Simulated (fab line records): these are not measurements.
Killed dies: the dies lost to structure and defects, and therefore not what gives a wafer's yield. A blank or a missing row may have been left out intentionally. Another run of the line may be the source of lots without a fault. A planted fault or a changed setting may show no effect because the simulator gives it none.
fab line records	flow nandHarc
record: lots: 7	wafers: 21	lastDay: 32
route steps=1302 shown THIN_TSV@1256 END@1302
lots that met no fault: taken from a fault-free run of the same line
startH: start of the lot's first displayed wafer, in hours after the record's first day	waitH: hours since the lot's step before	" identical to the entry in the row above	L1.1+2: a row that stands for several wafers	- value missing, or start not given	* or withheld: withheld	< > ~ a bound
route shown NAME@n: a module of which the file shows steps, and the number in the route of the first	usual: mean/standard deviation taken from wafers without a fault	same: alike in all rows	chamber/n: place in a boat	sites: per-site readings	_std_site: standard deviation of those values	_edge_site: outer sites' mean less inner sites'	radiusMm: for every site, how far away it sits from the centre of the wafer	mask NAME#n: copy n	behind: the tool/chamber that last shaped the wafer	hold: what put the lot on hold/how long, in hours/how the hold closed	device: whichever transistor did not switch (one of n, p or np)	end of line: the route-end tests of the same wafers	a step without rows: its recipe alone	killed: dies lost to structure and defects at the first sort, not the wafer's yield	map: the dies of a wafer, with x for killed, . for not killed, _ for no die there
set.NAME: the run value of the setting; set.NAME@STEP: its run value at that earlier step	model.NAME: the simulator's own value behind a step, which no gauge read
lots at selected steps of the route; one table per step, one row per wafer
services: from which hour (startH, from the record's first day; less than 0 if before it) a tool's chamber was out of use, for how many hours, and why
== steps ==
step: NHARC_THIN_TSV_EXPOSE_09
recipe: na: 0.55	doseMj: 30.7	maskId: TSV
step: NHARC_THIN_TSV_PEB_10
recipe: pebTempC: 118	pebTimeS: 85
step: NHARC_THIN_TSV_DEVELOP_11
recipe: timeS: 70
step: NHARC_THIN_TSV_CD_MEAS_12
recipe: targetCdNm: 1000	landingEnergyEv: 500
usual: cdNm: 1000.4/2.9
lot.wafer	tool	chamber	startH	waitH	cdNm
L699.1	cdSem-02	0	553.66	-	998.4
L699.3	"	0	"	"	1004.3
L699.4	"	0	"	"	999.9
L706.1	cdSem-02	0	623.68	-	1003.3
L706.3	"	0	"	"	1000.4
L706.6	"	0	"	"	997.3
L713.1	cdSem-02	0	692.68	-	1003.2
L713.2	"	0	"	"	995.8
L713.3	"	0	"	"	1003.9
L714.1	cdSem-03	0	712.30	-	999.3
L714.2	"	0	"	"	996.7
L714.6	"	0	"	"	998.5
L716.2	cdSem-03	0	716.38	-	1001.8
L716.4	"	0	"	"	1002.2
L716.6	"	0	"	"	999.4
L719.1	cdSem-03	0	746.54	-	999.7
L719.4	"	0	"	"	995.7
L719.6	"	0	"	"	999.1
L721.2	cdSem-02	0	758.91	-	997.6
L721.5	"	0	"	"	997.3
L721.6	"	0	"	"	1000.0
step: NHARC_THIN_TSV_HARDBAKE_13
recipe: tempC: 125	timeS: 80
step: NHARC_THIN_TSV_DESCUM_14
recipe: timeS: 3	o2FlowSccm: 200	arFlowSccm: 0	biasPowerW: 0	chemistry: O2
usual: chamberPressureMTorr: 60.00/0.059	drypumpMotorCurrentA: 5.8/0.37	oesProductAu: 0.994/0.012	rfVppV: 57.8/0.9	showerheadPlenumPTorr: 1.91/0.089	throttleValvePct: 11.312/0.0094
lot.wafer	tool	chamber	startH	waitH	chamberPressureMTorr	drypumpMotorCurrentA	oesProductAu	rfHoursCounterH	rfVppV	showerheadPlenumPTorr	throttleValvePct
L699.1	rieDiel-07	1	553.82	-	60.03	6.0	0.995	4.9	58.6	1.95	11.322
L699.4	"	2	"	"	60.04	6.2	0.995	4.8	57.1	1.82	11.314
L699.3	"	3	"	"	60.03	5.8	0.986	4.9	57.5	1.99	11.306
L706.3	rieDiel-03	3	623.84	-	60.02	5.7	0.996	6.8	57.4	1.83	11.320
L706.1	"	1	"	"	60.13	6.0	0.997	7.1	57.9	1.96	11.321
L706.6	"	2	"	"	59.98	5.6	0.993	-	57.6	1.81	11.316
L713.3	rieDiel-13	1	692.84	-	59.96	6.2	0.994	7.5	58.1	2.01	11.317
L713.2	"	3	"	"	59.96	5.7	0.994	7.7	58.4	1.87	11.291
L713.1	"	0	"	"	60.03	5.3	1.005	7.7	57.6	1.78	11.335
L714.1	rieDiel-07	0	712.47	-	60.10	5.4	0.995	3.8	57.9	1.90	11.307
L714.2	"	1	"	"	59.99	6.0	1.039	3.9	58.1	1.95	11.306
L714.6	"	3	"	"	59.99	5.8	0.973	-	58.2	1.98	11.311
L716.2	rieDiel-07	1	716.54	-	60.00	6.0	1.016	4.5	56.8	1.95	11.304
L716.4	"	3	"	"	59.94	5.8	0.972	4.3	57.6	1.98	11.318
L716.6	"	1	"	"	60.01	6.0	1.012	-	58.1	1.95	11.306
L719.4	rieDiel-13	3	746.70	-	60.10	5.6	0.999	2.6	56.6	1.87	11.313
L719.1	"	1	"	"	60.02	6.2	0.998	2.0	60.4	2.01	11.307
L719.6	"	0	"	"	59.90	5.3	0.990	-	57.9	1.78	11.328
L721.2	rieDiel-03	1	759.09	-	60.03	6.1	0.988	5.6	59.0	1.96	11.284
L721.6	"	3	"	"	60.07	5.8	0.975	-	57.3	1.83	11.317
L721.5	"	0	"	"	59.92	6.6	1.000	-	58.2	1.94	11.324
step: NHARC_THIN_TSV_ETCH_44
recipe: targetDepthA: 15942	timeS: 797.1	cf4FlowSccm: 150	o2FlowSccm: 10	arFlowSccm: 0	rfW: 300	biasW: 800	chemistry: CF4/O2
usual: chamberPressureMTorr: 29.999/0.026	drypumpMotorCurrentA: 5.7/0.35	oesProductAu: 0.997/0.013	rfFwdPowerW: 299.6/0.85	rfVppV: 794/5	showerheadPlenumPTorr: 1.83/0.078	throttleValvePct: 16.913/0.009
lot.wafer	tool	chamber	startH	waitH	chamberPressureMTorr	drypumpMotorCurrentA	oesProductAu	rfFwdPowerW	rfHoursCounterH	rfVppV	showerheadPlenumPTorr	throttleValvePct
L699.3	rieDiel-07	1	553.90	0.1	29.964	6.0	1.009	299.2	5.0	796	1.87	16.918
L699.4	"	3	"	"	30.020	5.8	0.992	300.6	5.0	799	1.90	16.911
L699.1	"	0	"	"	29.963	5.4	0.994	300.2	3.3	794	1.82	16.930
L706.3	rieDiel-03	1	623.94	0.1	30.037	6.0	0.991	299.5	7.2	798	1.88	16.901
L706.1	"	3	"	"	30.020	5.8	0.996	298.9	6.9	790	1.76	16.902
L706.6	"	1	"	"	30.021	6.0	0.983	300.0	-	797	1.88	16.901
L713.3	rieDiel-13	2	692.93	0.1	29.984	5.4	1.000	299.7	7.7	802	1.96	16.891
L713.2	"	3	"	"	29.998	5.7	0.995	299.9	7.8	793	1.80	16.912
L713.1	"	1	"	"	29.979	6.2	0.991	299.9	7.6	800	1.92	16.915
L714.1	rieDiel-07	0	712.61	0.1	30.000	5.4	0.989	299.7	4.0	794	1.82	16.913
L714.2	"	2	"	"	29.959	6.2	0.979	298.0	3.6	787	1.75	16.919
L714.6	"	0	"	"	30.009	5.4	0.996	300.7	-	794	1.82	16.922
L716.4	rieDiel-07	1	716.74	0.2	30.000	6.0	1.017	300.7	4.6	798	1.87	16.914
L716.2	"	2	"	"	30.011	6.2	0.975	299.0	4.1	788	1.74	16.926
L716.6	"	0	"	"	29.985	5.4	0.982	299.7	-	794	1.82	16.908
L719.1	rieDiel-13	0	746.90	0.2	29.994	5.3	0.989	300.4	2.4	787	1.71	16.902
L719.4	"	1	"	"	29.986	6.2	1.003	298.9	2.1	800	1.92	16.911
L719.6	"	2	"	"	30.052	5.4	0.982	300.1	-	802	1.96	16.906
L721.2	rieDiel-03	0	759.15	0.1	30.005	6.6	1.000	299.4	4.5	795	1.86	16.907
L721.5	"	0	"	"	29.965	6.6	1.005	300.1	-	796	1.86	16.908
L721.6	"	1	"	"	30.025	6.0	0.992	299.4	-	796	1.87	16.910
step: NHARC_THIN_TSV_ETCH_15
recipe: targetDepthA: 30000	boschTargetOveretchCycles: 2	boschEtchStepS: 2.8	boschDepStepS: 1.2	boschCycles: 14
step: NHARC_THIN_TSV_CD_MEAS_16
usual: cdNm: 1000.6/3
lot.wafer	tool	chamber	startH	waitH	cdNm
L699.1	cdSem-02	-	554.62	0.1	998.3
L699.3	"	-	"	"	1004.2
L699.4	"	-	"	"	1000.6
L706.1	cdSem-03	-	624.76	0.1	1004.3
L706.3	"	-	"	"	1001.4
L706.6	"	-	"	"	997.3
L713.1	cdSem-03	-	693.64	0.1	1001.5
L713.2	"	-	"	"	996.6
L713.3	"	-	"	"	1004.6
L714.1	cdSem-02	-	713.26	0.1	998.8
L714.2	"	-	"	"	996.5
L714.6	"	-	"	"	998.3
L716.2	cdSem-02	-	717.34	0.1	1001.6
L716.4	"	-	"	"	1002.8
L716.6	"	-	"	"	999.2
L719.1	cdSem-02	-	747.51	0.1	1000.3
L719.4	"	-	"	"	996.1
L719.6	"	-	"	"	999.2
L721.2	cdSem-02	-	759.87	0.1	996.7
L721.5	"	-	"	"	997.6
L721.6	"	-	"	"	1000.9
step: NHARC_THIN_TSV_STRIP_45
recipe: powerW: 1500	tempC: 250	chemistry: O2
usual: drypumpMotorCurrentA: 5.9/0.33	heaterPowerW: 334/33
lot.wafer	tool	chamber	startH	waitH	drypumpMotorCurrentA	heaterPowerW	rfHoursCounterH
L699.1	plasmaAsher-01	1	554.74	0.1	6.2	279	7
L699.4	"	0	"	"	6.2	320	-
L699.3	"	1	"	"	6.2	277	-
L706.1	plasmaAsher-02	1	624.84	0.1	5.9	341	3
L706.3	"	1	"	"	5.9	350	-
L706.6	"	0	"	"	5.4	368	-
L713.1	plasmaAsher-02	0	693.72	0.1	5.4	376	16
L713.2	"	1	"	"	5.9	338	16
L713.3	"	0	"	"	5.4	383	-
L714.2	plasmaAsher-01	0	713.34	0.1	6.3	338	2
L714.1	"	1	"	"	6.2	280	2
L714.6	"	0	"	"	6.3	330	-
L716.2	plasmaAsher-02	0	717.46	0.1	5.4	360	21
L716.4	"	0	"	"	5.4	373	-
L716.6	"	0	"	"	5.4	367	-
L719.1	plasmaAsher-02	1	747.58	0.1	5.9	339	28
L719.4	"	0	"	"	5.4	367	-
L719.6	"	0	"	"	5.4	373	-
L721.2	plasmaAsher-01	0	759.99	0.1	6.2	331	12
L721.5	"	1	"	"	6.2	275	-
L721.6	"	0	"	"	6.3	334	-
step: NHARC_THIN_TSV_STRIP_46
recipe: timeS: 1200	tempC: 72.5	chemistry: postEtchResidueRemover
step: NHARC_THIN_TSV_DEP_47
recipe: targetThkA: 2000	tempC: withheld	pressureTorr: 6.5	rfW: 900	teosFlowSccm: 161.4	flowSccm: 2650	targetThkNm: 200	gas: O2	material: SiO2
usual: chamberPressureTorr: 6.501/0.013	rfFwdPowerW: 898.3/2.6	throttleValvePct: 15.6/0.57
lot.wafer	tool	chamber	startH	waitH	chamberPressureTorr	rfFwdPowerW	throttleValvePct
L699.3	pecvd-01	0	555.49	-	6.512	899.6	15.1
L699.1	"	2	"	"	6.496	899.4	16.0
L699.4	"	0	"	"	6.517	898.3	14.8
L706.1	pecvd-04	0	625.64	-	6.519	893.2	16.8
L706.3	"	2	"	"	6.459	899.3	15.5
L706.6	"	2	"	"	6.488	897.0	15.4
L713.1	pecvd-01	1	694.51	-	6.491	897.4	15.0
L713.2	"	2	"	"	6.492	898.7	15.3
L713.3	"	0	"	"	6.511	897.3	14.8
L714.1	pecvd-01	1	714.21	-	6.514	898.5	15.0
L714.2	"	0	"	"	6.473	903.4	15.2
L714.6	"	0	"	"	6.495	899.1	15.1
L716.2	pecvd-04	1	718.21	-	6.505	895.8	16.2
L716.6	"	1	"	"	6.502	901.9	16.0
L716.4	"	2	"	"	6.506	902.0	14.9
L719.1	pecvd-01	1	748.47	-	6.501	896.4	15.0
L719.4	"	2	"	"	6.514	896.8	15.5
L719.6	"	0	"	"	6.515	900.5	15.2
L721.2	pecvd-03	2	760.83	-	6.506	896.5	14.4
L721.5	"	1	"	"	6.495	895.9	15.7
L721.6	"	2	"	"	6.507	898.3	14.7
step: NHARC_THIN_TSV_ETCHBACK_48
recipe: targetDepthA: 10285	overEtchFrac: 0.3	timeS: 405.17	ionEnergyEv: 250	c4f8FlowSccm: withheld	arFlowSccm: withheld	rfW: 600	biasW: 300	chemistry: C4F8/Ar
usual: chamberPressureMTorr: 25.000/0.022	oesProductAu: 0.94/0.03	overEtchFrac: 0.3/0	rfFwdPowerW: 598.7/1.7	rfVppV: 547/3.2
lot.wafer	tool	chamber	startH	waitH	chamberPressureMTorr	oesProductAu	overEtchFrac	rfFwdPowerW	rfHoursCounterH	rfVppV
L699.3	rieDiel-03	0	555.89	-	24.975	0.95	0.3	601.5	2.6	548
L699.4	"	2	"	"	25.035	0.91	0.3	596.3	4.8	542
L699.1	"	3	"	"	25.052	0.93	0.3	601.3	4.1	544
L706.1	rieDiel-07	1	626.06	-	25.007	0.93	0.3	598.3	9.3	547
L706.3	"	0	"	"	25.022	0.92	0.3	596.0	7.6	547
L706.6	"	2	"	"	24.978	0.94	0.3	599.0	-	544
L713.2	rieDiel-07	0	694.92	-	24.983	0.91	0.3	597.3	2.9	545
L713.3	"	1	"	"	25.001	0.94	0.15874	598.1	3.0	549
L713.1	"	3	"	"	24.984	0.90	0.3	598.9	2.6	550
L714.1	rieDiel-07	2	714.65	-	25.016	0.97	0.3	599.9	3.8	545
L714.2	"	0	"	"	24.999	0.96	0.3	594.2	4.4	547
L714.6	"	2	"	"	24.964	0.96	0.15874	596.7	-	542
L716.4	rieDiel-07	0	718.60	-	25.004	0.92	0.3	598.3	5.0	547
L716.2	"	1	"	"	24.979	0.95	0.3	597.6	4.7	548
L716.6	"	1	"	"	25.008	0.94	0.15874	596.0	-	548
L719.1	rieDiel-03	1	748.78	-	25.000	0.92	0.3	599.4	5.3	548
L719.4	"	0	"	"	25.015	0.91	0.3	599.5	4.1	548
L719.6	"	2	"	"	24.987	0.94	0.3	599.9	-	543
L721.2	rieDiel-03	1	761.22	-	25.007	0.92	0.3	600.6	6.1	549
L721.6	"	3	"	"	25.046	0.92	0.3	597.5	-	544
L721.5	"	0	"	"	24.997	0.93	0.3	598.3	-	550
step: NHARC_THIN_TSV_STRIP_62
recipe: powerW: 1500	tempC: 250	timeS: 20	chemistry: N2/H2
usual: drypumpMotorCurrentA: 6.0/0.33	heaterPowerW: 330/34
lot.wafer	tool	chamber	startH	waitH	drypumpMotorCurrentA	heaterPowerW	rfHoursCounterH
L699.1	plasmaAsher-02	0	556.25	-	5.5	367	22
L699.3	"	0	"	"	5.4	366	-
L699.4	"	1	"	"	5.9	349	-
L706.1	plasmaAsher-01	0	626.42	-	6.2	333	26
L706.3	"	0	"	"	6.2	329	-
L706.6	"	1	"	"	6.3	271	-
L713.1	plasmaAsher-02	0	695.35	-	5.4	366	17
L713.2	"	1	"	"	5.9	347	17
L713.3	"	1	"	"	5.9	353	-
L714.2	plasmaAsher-02	0	714.97	-	5.4	365	21
L714.1	"	1	"	"	5.9	343	21
L714.6	"	0	"	"	5.4	374	-
L716.2	plasmaAsher-01	0	719.03	-	6.3	341	3
L716.4	"	1	"	"	6.2	284	-
L716.6	"	0	"	"	6.2	328	-
L719.1	plasmaAsher-01	0	749.14	-	6.2	332	10
L719.4	"	1	"	"	6.2	277	-
L719.6	"	1	"	"	6.2	287	-
L721.2	plasmaAsher-02	0	761.52	-	5.4	384	30
L721.6	"	1	"	"	5.9	340	-
L721.5	"	0	"	"	5.4	361	-
step: NHARC_END_SORT_01
recipe: tempC: 25
usual: defectLimitedYield: 91.3/1.9	killedAtArray: 54/12	killedAtOther: 0.7/1.1	killedAtPeriphery: 3.9/2.8	killedDies: 59/13	killedOpen: 3.4/2	killedShort: 2.5/1.7	sort_bin_2_pct: 3.1/0.91	sort_bin_3_pct: 0.6/0.34	sort_bin_4_pct: 5.0/1.1	sortNPass: 618/13	sortRimYieldPct: 88/3.5	sortYieldPct: 91.3/1.9
same: grossDies: 677	sort_bin_5_pct[%]: 0	sort_bin_6_pct[%]: 0	sort_bin_7_pct[%]: 0	sort_bin_8_pct[%]: 0	sortRimNGross: 106.00
lot.wafer	tool	chamber	startH	waitH	defectLimitedYield[%]	killedAtArray	killedAtOther	killedAtPeriphery	killedDies	killedOpen	killedShort	sort_bin_2_pct[%]	sort_bin_3_pct[%]	sort_bin_4_pct[%]	sortNPass	sortRimYieldPct[%]	sortYieldPct[%]
L699.1	prober-01	0	569.67	2.5	86.9	80	0	9	89	7	3	5.2	0.4	7.5	588	76	86.9
L699.3	prober-01	0	571.24	3.1	87.0	86	0	2	88	0	4	4.1	1.2	7.7	589	82	87.0
L699.4	prober-01	0	572.02	3.4	85.7	93	0	4	97	3	2	5.0	1.0	8.3	580	79	85.7
L706.1	prober-02	0	638.72	2.5	91.1	58	0	2	60	5	2	3.5	0.7	4.6	617	87	91.1
L706.3	prober-02	0	640.33	3.1	90.5	61	0	3	64	1	4	4.0	0.6	4.9	613	84	90.5
L706.6	prober-02	0	642.75	4.0	91.3	55	0	4	59	4	2	3.1	0.3	5.3	618	87	91.3
L713.1	prober-01	0	708.07	2.5	90.4	65	0	0	65	3	1	3.5	0.7	5.3	612	87	90.4
L713.2	prober-01	0	708.87	2.8	90.8	59	0	3	62	0	6	4.0	0.4	4.7	615	85	90.8
L713.3	prober-01	0	709.66	3.1	87.7	76	1	6	83	5	8	4.1	0.6	7.5	594	84	87.7
L714.1	prober-02	0	727.25	2.4	92.6	44	1	5	50	3	5	2.5	1.2	3.7	627	91	92.6
L714.2	prober-02	0	728.05	2.8	91.6	53	3	1	57	0	4	2.5	1.2	4.7	620	90	91.6
L714.6	prober-02	0	731.25	4.0	89.4	64	3	5	72	3	1	3.7	0.9	6.1	605	86	89.4
L716.2	prober-01	0	732.36	2.8	93.6	42	0	1	43	2	0	3.0	0.3	3.1	634	92	93.6
L716.4	prober-01	0	733.96	3.4	93.6	39	1	3	43	6	2	2.1	0.3	4.0	634	92	93.6
L716.6	prober-01	0	735.55	4.0	92.6	41	2	7	50	4	6	1.6	0.6	5.2	627	90	92.6
L719.1	prober-01	0	761.45	2.5	92.2	47	1	5	53	3	2	3.0	0.3	4.6	624	90	92.2
L719.4	prober-01	0	763.84	3.4	93.4	43	1	1	45	3	2	3.1	0.1	3.4	632	92	93.4
L719.6	prober-01	0	765.44	4.0	93.1	47	0	0	47	4	2	1.9	0.4	4.6	630	89	93.1
L721.2	prober-02	0	774.59	2.9	93.4	43	2	0	45	2	2	1.9	0.3	4.4	632	92	93.4
L721.5	prober-02	0	776.99	3.7	92.2	49	2	2	53	3	4	2.7	0.3	4.9	624	88	92.2
L721.6	prober-02	0	777.79	4.0	92.0	48	1	5	54	9	3	2.1	0.1	5.8	623	92	92.0
killed by level:class
L699.1 A_CHANNEL_HOLE_D1:chamberFilmFlake=27 A_CHANNEL_HOLE_D2:chamberFilmFlake=23 A_SLIT:chamberFilmFlake=17 P_ZERO_WELL:chamberFilmFlake=2 P_GATE:chamberFilmFlake=2 A_CHANNEL_FILL_D2:chamberFilmFlake=2 A_M0:chamberFilmFlake=2 P_GATE:geometricParticle:open=1
L699.3 A_CHANNEL_HOLE_D1:chamberFilmFlake=25 A_CHANNEL_HOLE_D2:chamberFilmFlake=24 A_SLIT:chamberFilmFlake=23 A_CONTACT:chamberFilmFlake=5 A_CHANNEL_HOLE_D2:geometricParticle:short=3 A_M0:chamberFilmFlake=3 A_STAIRCASE:chamberFilmFlake=2 A_CHANNEL_FILL_D2:geometricParticle:short=1
L699.4 A_CHANNEL_HOLE_D2:chamberFilmFlake=32 A_CHANNEL_HOLE_D1:chamberFilmFlake=26 A_SLIT:chamberFilmFlake=22 P_GATE:chamberFilmFlake=3 A_STAIRCASE:chamberFilmFlake=3 A_M0:chamberFilmFlake=3 A_CHANNEL_HOLE_D1:geometricParticle:open=1 A_DECK1_JOINT:geometricParticle:open=1
L706.1 A_CHANNEL_HOLE_D1:chamberFilmFlake=29 A_CHANNEL_HOLE_D2:chamberFilmFlake=11 A_CONTACT:chamberFilmFlake=4 A_ONON_D2:geometricParticle:open=2 A_CHANNEL_FILL_D1:chamberFilmFlake=2 A_SLIT:chamberFilmFlake=2 A_WL_FILL:chamberFilmFlake=2 P_M0:geometricParticle:open=1
L706.3 A_CHANNEL_HOLE_D1:chamberFilmFlake=26 A_CHANNEL_HOLE_D2:chamberFilmFlake=16 A_STAIRCASE:chamberFilmFlake=4 A_CONTACT:chamberFilmFlake=4 A_SLIT:chamberFilmFlake=2 A_WL_FILL:chamberFilmFlake=2 A_SOURCE_PLATE:geometricParticle:short=1 A_CHANNEL_FILL_D2:geometricParticle:short=1
L706.6 A_CHANNEL_HOLE_D1:chamberFilmFlake=27 A_CHANNEL_HOLE_D2:chamberFilmFlake=14 A_CONTACT:chamberFilmFlake=5 A_STAIRCASE:chamberFilmFlake=3 A_CHANNEL_FILL_D2:geometricParticle:short=2 P_BONDPAD:chamberFilmFlake=2 A_SOURCE_PLATE:geometricParticle:open=1 A_CHANNEL_FILL_D2:geometricParticle:open=1
L713.1 A_SLIT:chamberFilmFlake=31 A_CHANNEL_HOLE_D1:chamberFilmFlake=28 A_ONON_D1:geometricParticle:open=1 A_CHANNEL_HOLE_D1:geometricParticle:open=1 A_CHANNEL_HOLE_D1:geometricParticle:short=1 A_CHANNEL_HOLE_D2:geometricParticle:open=1 A_ZERO_WELL:chamberFilmFlake=1 A_CHANNEL_FILL_D2:chamberFilmFlake=1
L713.2 A_CHANNEL_HOLE_D1:chamberFilmFlake=25 A_SLIT:chamberFilmFlake=22 A_CHANNEL_FILL_D1:chamberFilmFlake=3 A_ONON_D1:geometricParticle:short=2 A_STAIRCASE:chamberFilmFlake=2 P_CONTACT:geometricParticle:short=1 A_CHANNEL_HOLE_D2:geometricParticle:short=1 A_CHANNEL_FILL_D2:geometricParticle:short=1
L713.3 A_SLIT:chamberFilmFlake=29 A_CHANNEL_HOLE_D1:chamberFilmFlake=26 P_M2:chamberFilmFlake=4 A_DECK1_JOINT:chamberFilmFlake=4 A_DECK1_JOINT:geometricParticle:short=2 A_M0:geometricParticle:open=2 A_CHANNEL_HOLE_D2:chamberFilmFlake=2 P_STI:geometricParticle:short=1
L714.1 A_SLIT:chamberFilmFlake=23 A_CHANNEL_HOLE_D2:chamberFilmFlake=8 A_CHANNEL_FILL_D1:chamberFilmFlake=3 P_ZERO_WELL:chamberFilmFlake=2 P_M2:chamberFilmFlake=2 A_SOURCE_PLATE:geometricParticle:short=1 A_ONON_D2:geometricParticle:short=1 A_ONON_D2:geometricParticle:open=1
L714.2 A_SLIT:chamberFilmFlake=21 A_CHANNEL_HOLE_D2:chamberFilmFlake=17 A_CHANNEL_HOLE_D1:chamberFilmFlake=4 A_CHANNEL_FILL_D2:geometricParticle:short=2 A_CHANNEL_FILL_D1:chamberFilmFlake=2 A_CONTACT:chamberFilmFlake=2 A_M1:chamberFilmFlake=2 THIN_TSV:chamberFilmFlake=2
L714.6 A_CHANNEL_HOLE_D2:chamberFilmFlake=26 A_SLIT:chamberFilmFlake=25 THIN_TSV:chamberFilmFlake=3 A_CONTACT:chamberFilmFlake=3 P_STI:chamberFilmFlake=2 A_CHANNEL_HOLE_D1:chamberFilmFlake=2 A_WL_FILL:chamberFilmFlake=2 A_M1:chamberFilmFlake=2
L716.2 A_CHANNEL_HOLE_D1:chamberFilmFlake=30 A_SLIT:chamberFilmFlake=6 A_CONTACT:chamberFilmFlake=2 P_M0:geometricParticle:open=1 A_WL_FILL:geometricParticle:open=1 A_STAIRCASE:chamberFilmFlake=1 A_WL_FILL:chamberFilmFlake=1 A_M1:chamberFilmFlake=1
L716.4 A_CHANNEL_HOLE_D1:chamberFilmFlake=26 A_CONTACT:chamberFilmFlake=5 A_SLIT:chamberFilmFlake=2 P_M1:geometricParticle:open=1 P_M2:geometricParticle:open=1 A_CHANNEL_HOLE_D1:geometricParticle:open=1 A_ONON_D2:geometricParticle:short=1 A_ONON_D2:geometricParticle:open=1
L716.6 A_CHANNEL_HOLE_D1:chamberFilmFlake=24 A_STAIRCASE:chamberFilmFlake=4 A_SLIT:chamberFilmFlake=4 P_GATE:chamberFilmFlake=3 A_ONON_D2:geometricParticle:short=2 THIN_TSV:chamberFilmFlake=2 P_M0:geometricParticle:open=1 P_M0:geometricParticle:short=1
L719.1 A_CHANNEL_HOLE_D1:chamberFilmFlake=20 A_SLIT:chamberFilmFlake=11 A_CHANNEL_HOLE_D2:chamberFilmFlake=6 A_CONTACT:chamberFilmFlake=4 A_WL_FILL:geometricParticle:short=2 P_STI:chamberFilmFlake=2 P_GATE:chamberFilmFlake=2 P_M1:geometricParticle:open=1
L719.4 A_CHANNEL_HOLE_D1:chamberFilmFlake=14 A_SLIT:chamberFilmFlake=9 A_CONTACT:chamberFilmFlake=8 A_STAIRCASE:chamberFilmFlake=4 A_CHANNEL_HOLE_D2:chamberFilmFlake=3 A_ONON_D2:geometricParticle:open=1 A_ONON_D2:geometricParticle:short=1 A_SGD_CUT:geometricParticle:open=1
L719.6 A_CHANNEL_HOLE_D1:chamberFilmFlake=16 A_CONTACT:chamberFilmFlake=10 A_SLIT:chamberFilmFlake=9 A_CHANNEL_HOLE_D2:chamberFilmFlake=5 A_ONON_D1:geometricParticle:short=1 A_DECK1_JOINT:geometricParticle:open=1 A_CHANNEL_HOLE_D2:geometricParticle:open=1 A_CHANNEL_FILL_D2:geometricParticle:open=1
L721.2 A_SLIT:chamberFilmFlake=28 A_CONTACT:chamberFilmFlake=5 A_M1:chamberFilmFlake=5 THIN_TSV:chamberFilmFlake=2 A_ONON_D1:geometricParticle:open=1 A_CHANNEL_FILL_D1:geometricParticle:short=1 A_SGD_CUT:geometricParticle:open=1 A_CONTACT:geometricParticle:short=1
L721.5 A_SLIT:chamberFilmFlake=27 A_CONTACT:chamberFilmFlake=7 A_CHANNEL_HOLE_D1:chamberFilmFlake=2 A_WL_FILL:chamberFilmFlake=2 A_M1:chamberFilmFlake=2 THIN_TSV:chamberFilmFlake=2 P_CONTACT:geometricParticle:open=1 A_ONON_D1:geometricParticle:short=1
L721.6 A_SLIT:chamberFilmFlake=28 A_CONTACT:chamberFilmFlake=7 A_WL_FILL:geometricParticle:open=3 A_M1:chamberFilmFlake=2 P_CONTACT:geometricParticle:open=1 P_CONTACT:geometricParticle:short=1 P_M0:geometricParticle:open=1 P_M1:geometricParticle:short=1
== services ==
tool	chamber	startH	hours	kind
rieDiel-07	-	534.36	0.2	repair
rieDiel-03	3	535.08	7.8	repair
rieDiel-13	1	539.41	3.0	repair
pecvd-03	-	547.93	13.0	pm
pecvd-01	-	567.02	2.1	repair
plasmaAsher-02	-	602.20	1.4	repair
plasmaAsher-02	-	603.76	9.0	pm
rieDiel-03	0	619.12	6.5	repair
pecvd-03	-	625.09	0.6	repair
pecvd-04	-	631.20	13.0	pm
rieDiel-03	-	635.38	9.0	pm
rieDiel-03	3	647.27	1.7	repair
rieDiel-07	-	648.20	9.0	pm
pecvd-01	-	673.23	13.0	pm
plasmaAsher-01	-	684.42	0.3	repair
pecvd-04	2	687.45	4.8	repair
rieDiel-07	2	694.04	7.4	repair
rieDiel-13	-	696.06	9.0	pm
plasmaAsher-01	-	696.53	9.0	pm
plasmaAsher-02	-	703.07	2.7	repair
pecvd-03	-	729.48	13.0	pm
plasmaAsher-02	-	737.97	0.8	repair
rieDiel-07	0	739.86	8.6	repair
rieDiel-13	2	753.65	1.6	repair
== key ==
firstSign: step: NHARC_THIN_TSV_ETCHBACK_48	reading: overEtchFrac	direction: down	sigmas: 99+	usual: 0.3	struck: 0.15874
effect none on later readings
metAt NHARC_THIN_TSV_ETCHBACK_48
struckWafers L713.3,L714.6,L716.6
onsetBetween 626.06 694.92
fault: kind: processParameterDrift	tool: rieDiel-07	chamber: -	onsetH: 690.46	steps: NHARC_THIN_TSV_ETCHBACK_48	channel: overEtchFrac	offset: -0.14126	shape: step	endH: 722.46	scope: struckWafersOnly	actsIn: theseRecipesOnly	stated: 0.3
